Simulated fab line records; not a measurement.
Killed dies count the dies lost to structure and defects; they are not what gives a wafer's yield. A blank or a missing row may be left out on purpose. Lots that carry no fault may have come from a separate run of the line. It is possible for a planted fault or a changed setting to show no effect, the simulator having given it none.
Which tool is to blame? / flow nand harc / 30 wafers from 10 lots sampled at 5 of the route's 1302 steps

== WHAT THE GAUGES READ, wafer by wafer ==
NHARC_THIN_TSV_CD_MEAS_33 targets a cd of 5000 nm. Usual: cd nm at 4999.5 nm, with a standard deviation of 1.2.
lot=L158; measured=day 23 18:11; on=cd sem-02; cd nm (nm)=4999.4 4999.6 5000.2; flag=
lot=L159; measured=day 24 05:55; on=cd sem-02; cd nm (nm)=4998.0 4998.5 4998.4; flag=
lot=L161; measured=day 24 20:14; on=cd sem-02; cd nm (nm)=5000.6 5000.5 5001.8; flag=
lot=L171; measured=day 30 04:16; on=cd sem-02; cd nm (nm)=5000.0 4999.3 4998.8; flag=
lot=L172; measured=day 30 18:23; on=cd sem-01; cd nm (nm)=5000.4 4998.4 4998.7; flag=
lot=L174; measured=day 30 19:38; on=cd sem-03; cd nm (nm)=4998.4 4999.5 4999.6; flag=
lot=L177; measured=day 31 03:21; on=cd sem-02; cd nm (nm)=5001.0 5001.0 4999.5; flag=
lot=L178; measured=day 32 08:32; on=cd sem-02; cd nm (nm)=5000.9 5001.4 5000.3; flag=
lot=L181; measured=day 33 09:31; on=cd sem-01; cd nm (nm)=4999.6 4999.3 4998.3; flag=
lot=L180; measured=day 34 21:59; on=cd sem-02; cd nm (nm)=4998.7 4999.7 4998.5; flag=

NHARC_END_WLT_00. Usual: VT_DECK1_BOTTOM 0.870, standard deviation 0.0077; VT_DECK1_BOTTOM_INNER 0.870, standard deviation 0.0079; VT_DECK1_MEDIAN_NEAR_BOTTOM 0.872, standard deviation 0.0072; VT_DECK1_MEDIAN_NEAR_BOTTOM_INNER 0.871, standard deviation 0.008; VT_DECK1_MIDDLE 0.883, standard deviation 0.0078; VT_DECK1_MIDDLE_INNER 0.883, standard deviation 0.0075; VT_DECK1_TOP 0.894, standard deviation 0.0084; VT_DECK1_TOP_INNER 0.895, standard deviation 0.0085; VT_DECK2_BOTTOM 0.874, standard deviation 0.0069; VT_DECK2_BOTTOM_INNER 0.874, standard deviation 0.0073; VT_DECK2_MEDIAN_NEAR_BOTTOM 0.874, standard deviation 0.0068; VT_DECK2_MEDIAN_NEAR_BOTTOM_INNER 0.875, standard deviation 0.0068; VT_DECK2_MIDDLE 0.887, standard deviation 0.0065; VT_DECK2_MIDDLE_INNER 0.886, standard deviation 0.0069; VT_DECK2_TOP 0.898, standard deviation 0.0071; VT_DECK2_TOP_INNER 0.898, standard deviation 0.0073.
lot=L158; measured=day 24 01:20; on=prober-02; VT_DECK1_BOTTOM=0.879 0.882 0.887; VT_DECK1_BOTTOM_INNER=0.884 0.883 0.885; VT_DECK1_MEDIAN_NEAR_BOTTOM=0.882 0.884 0.877; VT_DECK1_MEDIAN_NEAR_BOTTOM_INNER=0.883 0.884 0.891; VT_DECK1_MIDDLE=0.896 0.890 0.888; VT_DECK1_MIDDLE_INNER=0.895 0.898 0.892; VT_DECK1_TOP=0.907 0.907 0.909; VT_DECK1_TOP_INNER=0.911 0.903 0.905; VT_DECK2_BOTTOM=0.859 0.864 0.860; VT_DECK2_BOTTOM_INNER=0.854 0.863 0.865; VT_DECK2_MEDIAN_NEAR_BOTTOM=0.860 0.858 0.869; VT_DECK2_MEDIAN_NEAR_BOTTOM_INNER=0.863 0.860 0.866; VT_DECK2_MIDDLE=0.870 0.881 0.878; VT_DECK2_MIDDLE_INNER=0.877 0.878 0.866; VT_DECK2_TOP=0.885 0.883 0.885; VT_DECK2_TOP_INNER=0.884 0.881 0.892; flag=
lot=L159; measured=day 24 11:30; on=prober-02; VT_DECK1_BOTTOM=0.875 0.870 0.878; VT_DECK1_BOTTOM_INNER=0.864 0.872 0.875; VT_DECK1_MEDIAN_NEAR_BOTTOM=0.877 0.877 0.876; VT_DECK1_MEDIAN_NEAR_BOTTOM_INNER=0.870 0.876 0.877; VT_DECK1_MIDDLE=0.883 0.887 0.882; VT_DECK1_MIDDLE_INNER=0.884 0.882 0.888; VT_DECK1_TOP=0.893 0.894 0.891; VT_DECK1_TOP_INNER=0.899 0.893 0.897; VT_DECK2_BOTTOM=0.874 0.883 0.883; VT_DECK2_BOTTOM_INNER=0.877 0.873 0.874; VT_DECK2_MEDIAN_NEAR_BOTTOM=0.875 0.878 0.883; VT_DECK2_MEDIAN_NEAR_BOTTOM_INNER=0.876 0.879 0.884; VT_DECK2_MIDDLE=0.889 0.898 0.893; VT_DECK2_MIDDLE_INNER=0.888 0.889 0.890; VT_DECK2_TOP=0.902 0.904 0.912; VT_DECK2_TOP_INNER=0.897 0.898 0.913; flag=
lot=L161; measured=day 25 03:23; on=prober-02; VT_DECK1_BOTTOM=0.935 0.960 0.945; VT_DECK1_BOTTOM_INNER=0.949 0.953 0.945; VT_DECK1_MEDIAN_NEAR_BOTTOM=0.954 0.956 0.944; VT_DECK1_MEDIAN_NEAR_BOTTOM_INNER=0.946 0.950 0.947; VT_DECK1_MIDDLE=0.970 0.963 0.973; VT_DECK1_MIDDLE_INNER=0.969 0.962 0.969; VT_DECK1_TOP=0.978 0.985 0.980; VT_DECK1_TOP_INNER=0.978 0.978 0.987; VT_DECK2_BOTTOM=0.870 0.860 0.871; VT_DECK2_BOTTOM_INNER=0.874 0.877 0.863; VT_DECK2_MEDIAN_NEAR_BOTTOM=0.876 0.864 0.870; VT_DECK2_MEDIAN_NEAR_BOTTOM_INNER=0.875 0.867 0.866; VT_DECK2_MIDDLE=0.886 0.884 0.878; VT_DECK2_MIDDLE_INNER=0.894 0.890 0.872; VT_DECK2_TOP=0.893 0.888 0.894; VT_DECK2_TOP_INNER=0.897 0.897 0.896; flag=OFF
lot=L171; measured=day 30 09:01; on=prober-02; VT_DECK1_BOTTOM=0.858 0.870 0.863; VT_DECK1_BOTTOM_INNER=0.861 0.872 0.864; VT_DECK1_MEDIAN_NEAR_BOTTOM=0.862 0.872 0.869; VT_DECK1_MEDIAN_NEAR_BOTTOM_INNER=0.866 0.870 0.859; VT_DECK1_MIDDLE=0.881 0.874 0.884; VT_DECK1_MIDDLE_INNER=0.874 0.890 0.878; VT_DECK1_TOP=0.894 0.891 0.898; VT_DECK1_TOP_INNER=0.888 0.893 0.883; VT_DECK2_BOTTOM=0.878 0.872 0.875; VT_DECK2_BOTTOM_INNER=0.881 0.878 0.885; VT_DECK2_MEDIAN_NEAR_BOTTOM=0.884 0.882 0.885; VT_DECK2_MEDIAN_NEAR_BOTTOM_INNER=0.871 0.879 0.882; VT_DECK2_MIDDLE=0.890 0.889 0.887; VT_DECK2_MIDDLE_INNER=0.891 0.893 0.891; VT_DECK2_TOP=0.900 0.902 0.902; VT_DECK2_TOP_INNER=0.914 0.907 0.901; flag=
lot=L172; measured=day 31 00:28; on=prober-01; VT_DECK1_BOTTOM=0.857 0.851 0.851; VT_DECK1_BOTTOM_INNER=0.850 0.850 0.849; VT_DECK1_MEDIAN_NEAR_BOTTOM=0.860 0.854 0.863; VT_DECK1_MEDIAN_NEAR_BOTTOM_INNER=0.853 0.861 0.855; VT_DECK1_MIDDLE=0.869 0.871 0.862; VT_DECK1_MIDDLE_INNER=0.861 0.868 0.865; VT_DECK1_TOP=0.878 0.864 0.875; VT_DECK1_TOP_INNER=0.874 0.867 0.878; VT_DECK2_BOTTOM=0.876 0.875 0.882; VT_DECK2_BOTTOM_INNER=0.880 0.882 0.884; VT_DECK2_MEDIAN_NEAR_BOTTOM=0.883 0.881 0.881; VT_DECK2_MEDIAN_NEAR_BOTTOM_INNER=0.883 0.880 0.882; VT_DECK2_MIDDLE=0.897 0.900 0.890; VT_DECK2_MIDDLE_INNER=0.903 0.894 0.899; VT_DECK2_TOP=0.904 0.907 0.901; VT_DECK2_TOP_INNER=0.902 0.904 0.905; flag=
lot=L174; measured=day 31 00:59; on=prober-02; VT_DECK1_BOTTOM=0.882 0.874 0.872; VT_DECK1_BOTTOM_INNER=0.874 0.882 0.879; VT_DECK1_MEDIAN_NEAR_BOTTOM=0.878 0.876 0.869; VT_DECK1_MEDIAN_NEAR_BOTTOM_INNER=0.884 0.874 0.869; VT_DECK1_MIDDLE=0.885 0.884 0.901; VT_DECK1_MIDDLE_INNER=0.887 0.895 0.887; VT_DECK1_TOP=0.898 0.905 0.900; VT_DECK1_TOP_INNER=0.898 0.901 0.905; VT_DECK2_BOTTOM=0.873 0.861 0.868; VT_DECK2_BOTTOM_INNER=0.867 0.869 0.875; VT_DECK2_MEDIAN_NEAR_BOTTOM=0.869 0.869 0.876; VT_DECK2_MEDIAN_NEAR_BOTTOM_INNER=0.868 0.870 0.874; VT_DECK2_MIDDLE=0.883 0.885 0.886; VT_DECK2_MIDDLE_INNER=0.876 0.882 0.884; VT_DECK2_TOP=0.900 0.891 0.898; VT_DECK2_TOP_INNER=0.893 0.893 0.894; flag=
lot=L177; measured=day 31 10:53; on=prober-02; VT_DECK1_BOTTOM=0.872 0.873 0.879; VT_DECK1_BOTTOM_INNER=0.877 0.879 0.875; VT_DECK1_MEDIAN_NEAR_BOTTOM=0.879 0.874 0.873; VT_DECK1_MEDIAN_NEAR_BOTTOM_INNER=0.879 0.874 0.869; VT_DECK1_MIDDLE=0.884 0.875 0.882; VT_DECK1_MIDDLE_INNER=0.891 0.884 0.885; VT_DECK1_TOP=0.889 0.897 0.893; VT_DECK1_TOP_INNER=0.901 0.894 0.902; VT_DECK2_BOTTOM=0.868 0.863 0.863; VT_DECK2_BOTTOM_INNER=0.870 0.867 0.866; VT_DECK2_MEDIAN_NEAR_BOTTOM=0.864 0.868 0.869; VT_DECK2_MEDIAN_NEAR_BOTTOM_INNER=0.874 0.868 0.870; VT_DECK2_MIDDLE=0.881 0.885 0.879; VT_DECK2_MIDDLE_INNER=0.881 0.875 0.881; VT_DECK2_TOP=0.884 0.890 0.888; VT_DECK2_TOP_INNER=0.892 0.891 0.889; flag=
lot=L178; measured=day 32 15:36; on=prober-01; VT_DECK1_BOTTOM=0.873 0.875 0.867; VT_DECK1_BOTTOM_INNER=0.871 0.869 0.869; VT_DECK1_MEDIAN_NEAR_BOTTOM=0.873 0.875 0.866; VT_DECK1_MEDIAN_NEAR_BOTTOM_INNER=0.868 0.874 0.873; VT_DECK1_MIDDLE=0.880 0.894 0.887; VT_DECK1_MIDDLE_INNER=0.888 0.883 0.892; VT_DECK1_TOP=0.902 0.905 0.895; VT_DECK1_TOP_INNER=0.899 0.902 0.903; VT_DECK2_BOTTOM=0.872 0.868 0.864; VT_DECK2_BOTTOM_INNER=0.872 0.879 0.870; VT_DECK2_MEDIAN_NEAR_BOTTOM=0.864 0.864 0.873; VT_DECK2_MEDIAN_NEAR_BOTTOM_INNER=0.865 0.874 0.871; VT_DECK2_MIDDLE=0.893 0.875 0.888; VT_DECK2_MIDDLE_INNER=0.883 0.880 0.885; VT_DECK2_TOP=0.891 0.897 0.892; VT_DECK2_TOP_INNER=0.895 0.887 0.897; flag=
lot=L181; measured=day 33 16:54; on=prober-01; VT_DECK1_BOTTOM=0.860 0.858 0.871; VT_DECK1_BOTTOM_INNER=0.857 0.862 0.867; VT_DECK1_MEDIAN_NEAR_BOTTOM=0.859 0.866 0.870; VT_DECK1_MEDIAN_NEAR_BOTTOM_INNER=0.874 0.858 0.866; VT_DECK1_MIDDLE=0.883 0.873 0.881; VT_DECK1_MIDDLE_INNER=0.874 0.881 0.877; VT_DECK1_TOP=0.892 0.895 0.881; VT_DECK1_TOP_INNER=0.890 0.895 0.880; VT_DECK2_BOTTOM=0.876 0.876 0.879; VT_DECK2_BOTTOM_INNER=0.876 0.874 0.885; VT_DECK2_MEDIAN_NEAR_BOTTOM=0.882 0.874 0.877; VT_DECK2_MEDIAN_NEAR_BOTTOM_INNER=0.884 0.883 0.871; VT_DECK2_MIDDLE=0.888 0.896 0.892; VT_DECK2_MIDDLE_INNER=0.893 0.886 0.893; VT_DECK2_TOP=0.901 0.902 0.901; VT_DECK2_TOP_INNER=0.908 0.903 0.906; flag=
lot=L180; measured=day 35 04:30; on=prober-01; VT_DECK1_BOTTOM=0.873 0.868 0.864; VT_DECK1_BOTTOM_INNER=0.876 0.870 0.870; VT_DECK1_MEDIAN_NEAR_BOTTOM=0.883 0.881 0.873; VT_DECK1_MEDIAN_NEAR_BOTTOM_INNER=0.885 0.883 0.874; VT_DECK1_MIDDLE=0.892 0.884 0.892; VT_DECK1_MIDDLE_INNER=0.897 0.885 0.879; VT_DECK1_TOP=0.905 0.902 0.912; VT_DECK1_TOP_INNER=0.906 0.903 0.901; VT_DECK2_BOTTOM=0.878 0.886 0.878; VT_DECK2_BOTTOM_INNER=0.875 0.878 0.885; VT_DECK2_MEDIAN_NEAR_BOTTOM=0.869 0.884 0.875; VT_DECK2_MEDIAN_NEAR_BOTTOM_INNER=0.888 0.881 0.877; VT_DECK2_MIDDLE=0.893 0.893 0.889; VT_DECK2_MIDDLE_INNER=0.901 0.897 0.889; VT_DECK2_TOP=0.902 0.903 0.904; VT_DECK2_TOP_INNER=0.912 0.898 0.897; flag=

== WHICH TOOL RAN EACH LOT (tool, then ch and the chambers of the sampled wafers, then the start) ==
lot=L158; NHARC_A_CHANNEL_FILL_D1_CVD_05=lpcvd poly-01 ch 0, day 9 21:55; NHARC_A_BONDPAD_DESCUM_11=rie diel-07 ch 0,1,3, day 22 21:14; NHARC_THIN_TSV_PVD_19=pvd sputter-01, day 23 18:11 or earlier
lot=L159; NHARC_A_CHANNEL_FILL_D1_CVD_05=lpcvd poly-04 ch 0, day 10 15:13; NHARC_A_BONDPAD_DESCUM_11=rie diel-09 ch 0,2, day 23 10:20; NHARC_THIN_TSV_PVD_19=pvd sputter-01, day 24 05:55 or earlier
lot=L161; NHARC_A_CHANNEL_FILL_D1_CVD_05=lpcvd poly-04 ch 0, day 11 03:23; NHARC_A_BONDPAD_DESCUM_11=rie diel-07 ch 0,2,3, day 23 23:20; NHARC_THIN_TSV_PVD_19=pvd sputter-03, day 24 20:14 or earlier
lot=L171; NHARC_A_CHANNEL_FILL_D1_CVD_05=lpcvd poly-04 ch 0, day 15 17:58; NHARC_A_BONDPAD_DESCUM_11=rie diel-07 ch 1,2,3, day 29 08:53; NHARC_THIN_TSV_PVD_19=pvd sputter-02, day 30 04:16 or earlier
lot=L172; NHARC_A_CHANNEL_FILL_D1_CVD_05=lpcvd poly-03 ch 0, day 16 09:16; NHARC_A_BONDPAD_DESCUM_11=rie diel-09 ch 0,2,3, day 29 18:08; NHARC_THIN_TSV_PVD_19=pvd sputter-02, day 30 18:23 or earlier
lot=L174; NHARC_A_CHANNEL_FILL_D1_CVD_05=lpcvd poly-04 ch 0, day 16 21:23; NHARC_A_BONDPAD_DESCUM_11=rie diel-09 ch 2,3, day 30 00:29; NHARC_THIN_TSV_PVD_19=pvd sputter-01, day 30 19:38 or earlier
lot=L177; NHARC_A_CHANNEL_FILL_D1_CVD_05=lpcvd poly-04 ch 0, day 17 17:28; NHARC_A_BONDPAD_DESCUM_11=rie diel-07 ch 0,2,3, day 30 06:17; NHARC_THIN_TSV_PVD_19=pvd sputter-03, day 31 03:21 or earlier
lot=L178; NHARC_A_CHANNEL_FILL_D1_CVD_05=lpcvd poly-04 ch 0, day 18 03:55; NHARC_A_BONDPAD_DESCUM_11=rie diel-09 ch 2,3, day 31 06:22; NHARC_THIN_TSV_PVD_19=pvd sputter-01, day 32 08:32 or earlier
lot=L181; NHARC_A_CHANNEL_FILL_D1_CVD_05=lpcvd poly-04 ch 0, day 19 06:48; NHARC_A_BONDPAD_DESCUM_11=rie diel-09 ch 0,1,3, day 32 12:53; NHARC_THIN_TSV_PVD_19=pvd sputter-01, day 33 09:31 or earlier
lot=L180; NHARC_A_CHANNEL_FILL_D1_CVD_05=lpcvd poly-04 ch 0, day 20 16:31; NHARC_A_BONDPAD_DESCUM_11=rie diel-09 ch 1,2,3, day 34 00:05; NHARC_THIN_TSV_PVD_19=pvd sputter-03, day 34 21:59 or earlier
- NHARC_A_CHANNEL_FILL_D1_CVD_05: deposits poly-Si, target thk 5 nm.
- NHARC_A_BONDPAD_DESCUM_11: chemistry O2, time 3 s.
- NHARC_THIN_TSV_PVD_19: deposits TaN, target thk 20 nm.

== WHAT THE TOOLS THEMSELVES READ (means of the sampled wafers that have a number; where no wafer has one, the mark that the record gives instead) ==
NHARC_A_CHANNEL_FILL_D1_CVD_05. Usual: zone power centre pct at 8.1 %, with a standard deviation of 0.38.
lot=L158; tool=lpcvd poly-01; zone power centre pct (%)=8.0; flag=
lot=L159; tool=lpcvd poly-04; zone power centre pct (%)=7.9; flag=
lot=L161; tool=lpcvd poly-04; zone power centre pct (%)=7.9; flag=
lot=L171; tool=lpcvd poly-04; zone power centre pct (%)=7.8; flag=
lot=L172; tool=lpcvd poly-03; zone power centre pct (%)=8.8; flag=
lot=L174; tool=lpcvd poly-04; zone power centre pct (%)=7.9; flag=
lot=L177; tool=lpcvd poly-04; zone power centre pct (%)=7.9; flag=
lot=L178; tool=lpcvd poly-04; zone power centre pct (%)=7.9; flag=
lot=L181; tool=lpcvd poly-04; zone power centre pct (%)=8.0; flag=
lot=L180; tool=lpcvd poly-04; zone power centre pct (%)=7.8; flag=

NHARC_A_BONDPAD_DESCUM_11. Usual: drypump motor current A 5.9 A, standard deviation 0.31; oes product au 1.000 a.u., standard deviation 0.0074; rf vpp V 58.0 V, standard deviation 0.83; showerhead plenum p Torr 1.93 Torr, standard deviation 0.074; throttle valve pct 11.311 %, standard deviation 0.0093.
lot=L158; tool=rie diel-07; drypump motor current A (A)=5.9; oes product au (a.u.)=0.993; rf vpp V (V)=58.4; showerhead plenum p Torr (Torr)=1.94; throttle valve pct (%)=11.309; flag=
lot=L159; tool=rie diel-09; drypump motor current A (A)=5.6; oes product au (a.u.)=0.993; rf vpp V (V)=57.7; showerhead plenum p Torr (Torr)=1.98; throttle valve pct (%)=11.306; flag=
lot=L161; tool=rie diel-07; drypump motor current A (A)=6.0; oes product au (a.u.)=0.997; rf vpp V (V)=57.9; showerhead plenum p Torr (Torr)=1.92; throttle valve pct (%)=11.310; flag=
lot=L171; tool=rie diel-07; drypump motor current A (A)=5.9; oes product au (a.u.)=1.006; rf vpp V (V)=58.0; showerhead plenum p Torr (Torr)=1.97; throttle valve pct (%)=11.318; flag=
lot=L172; tool=rie diel-09; drypump motor current A (A)=5.9; oes product au (a.u.)=1.004; rf vpp V (V)=58.5; showerhead plenum p Torr (Torr)=1.93; throttle valve pct (%)=11.299; flag=
lot=L174; tool=rie diel-09; drypump motor current A (A)=6.2; oes product au (a.u.)=1.002; rf vpp V (V)=58.0; showerhead plenum p Torr (Torr)=1.95; throttle valve pct (%)=11.316; flag=
lot=L177; tool=rie diel-07; drypump motor current A (A)=6.0; oes product au (a.u.)=1.002; rf vpp V (V)=58.6; showerhead plenum p Torr (Torr)=1.91; throttle valve pct (%)=11.308; flag=
lot=L178; tool=rie diel-09; drypump motor current A (A)=5.9; oes product au (a.u.)=1.000; rf vpp V (V)=58.2; showerhead plenum p Torr (Torr)=2.00; throttle valve pct (%)=11.312; flag=
lot=L181; tool=rie diel-09; drypump motor current A (A)=5.9; oes product au (a.u.)=1.006; rf vpp V (V)=57.5; showerhead plenum p Torr (Torr)=1.88; throttle valve pct (%)=11.307; flag=
lot=L180; tool=rie diel-09; drypump motor current A (A)=6.0; oes product au (a.u.)=0.996; rf vpp V (V)=57.6; showerhead plenum p Torr (Torr)=1.95; throttle valve pct (%)=11.312; flag=

NHARC_THIN_TSV_PVD_19. Usual: throttle valve pct at 30.3 %, with a standard deviation of 0.99.
lot=L158; tool=pvd sputter-01; throttle valve pct (%)=30.3; flag=
lot=L159; tool=pvd sputter-01; throttle valve pct (%)=28.3; flag=
lot=L161; tool=pvd sputter-03; throttle valve pct (%)=31.2; flag=
lot=L171; tool=pvd sputter-02; throttle valve pct (%)=30.5; flag=
lot=L172; tool=pvd sputter-02; throttle valve pct (%)=30.4; flag=
lot=L174; tool=pvd sputter-01; throttle valve pct (%)=29.6; flag=
lot=L177; tool=pvd sputter-03; throttle valve pct (%)=31.0; flag=
lot=L178; tool=pvd sputter-01; throttle valve pct (%)=29.9; flag=
lot=L181; tool=pvd sputter-01; throttle valve pct (%)=29.8; flag=
lot=L180; tool=pvd sputter-03; throttle valve pct (%)=31.8; flag=

== THE ANSWER, worked out from the rows above alone ==
Rule: a lot is off if the mean of its wafers that have a number lies more than 3 standard deviations from the usual mean. Also off: a lot with no number at a reading for which 4 or more lots have one. Any other lot the step has rows for is counted as sound. First the gauges in route order, then the tools' own readings, where a lot's mean is used as printed above. The first step at which some lot is off is used, and at that step the reading that is off furthest; a lot without a number counts as furthest.
Off: L161, seen at NHARC_END_WLT_00 (VT_DECK1_MIDDLE_INNER).
A tool fits if, at a process step before that reading, it ran every lot that is off, and no sound lot after the first of them. Gauges at NHARC_END_WLT_00: tried the same way as those tools. Because NHARC_THIN_TSV_PVD_19 lacks a start for some lots, the hours and order of its lots are taken from NHARC_THIN_TSV_CD_MEAS_33. Not one of the candidates tried fits.

== WHAT THE SIMULATOR PUT IN ==
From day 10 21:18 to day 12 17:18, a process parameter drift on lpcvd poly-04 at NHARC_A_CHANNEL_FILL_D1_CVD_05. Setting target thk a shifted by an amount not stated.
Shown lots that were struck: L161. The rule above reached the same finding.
